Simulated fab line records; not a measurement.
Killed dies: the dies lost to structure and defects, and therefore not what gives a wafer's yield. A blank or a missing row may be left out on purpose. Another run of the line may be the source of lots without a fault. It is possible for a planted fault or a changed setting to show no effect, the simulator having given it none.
Chamber matching    flow n5Finfet    rieDiel-01 running N5_BEOL_M1_ETCH_70: 4 sister chambers
The step etches SOC in N2/H2, target depth 80 nm, overetch 16 nm, time 120 s. 14 wafers are shown with their chamber, then 6 later ones without.

EACH WAFER AND ITS CHAMBER
wafer   chamber  throttleValvePct (%)  showerheadPlenumPTorr (Torr)  rfVppV (V)
L510.2  1        18.18                 2.41                          518.0
L510.4  2        18.01                 2.58                          524.8
L510.5  1        18.17                 2.41                          520.1
L514.4  0        17.72                 2.50                          522.6
L514.6  0        17.72                 2.50                          523.4
L515.3  1        18.19                 2.41                          518.4
L515.4  0        17.72                 2.50                          522.8
L515.5  2        18.02                 2.58                          525.4
L528.1  0        17.77                 2.49                          522.8
L528.4  2        18.08                 2.57                          524.3
L528.5  0        17.76                 2.49                          520.7
L530.4  3        17.68                 2.59                          525.2
L530.5  0        17.77                 2.49                          521.2
L530.6  1        17.79                 2.72                          528.2

SIGNATURES, as means of the wafers listed above
reading                chamber 0  chamber 1  chamber 2  chamber 3  scatter within a chamber
throttleValvePct       17.7433    18.0825    18.0367    17.6800    0.11
showerheadPlenumPTorr  2.4950     2.4875     2.5767     2.5900     0.085
rfVppV                 522.250    521.175    524.833    525.200    2.73
Rule: a wafer's distance from a chamber is the root of the sum, over the readings, of the square of ((its reading less the chamber's mean) divided by the reading's scatter). The wafer belongs to the nearest chamber; if the next one is less than 2 further off, it can't be placed. The scatter: the root of (the sum of the squares of (reading less its chamber's mean) over the shown wafers, divided by (wafers less chambers)).

WAFERS WITHOUT THEIR CHAMBER
wafer   throttleValvePct (%)  showerheadPlenumPTorr (Torr)  rfVppV (V)
L531.3  17.69                 2.59                          525.3
L531.4  17.81                 2.72                          528.4
L531.6  17.82                 2.72                          527.8
L532.3  17.83                 2.71                          527.7
L532.4  18.10                 2.56                          524.3
L532.5  17.78                 2.48                          521.7

WHICH CHAMBER EACH WENT THROUGH
wafer   from the rows above           in truth
L531.3  can't be placed: 3 or 0       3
L531.4  can't be placed: 3 or 2 or 0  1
L531.6  can't be placed: 3 or 2 or 0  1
L532.3  can't be placed: 3 or 2 or 0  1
L532.4  can't be placed: 2 or 1       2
L532.5  can't be placed: 0 or 3       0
Correctly placed: 0 of 6. These rows do not allow placing 6 (true chamber among the candidates in 3). Number placed wrongly: 0.
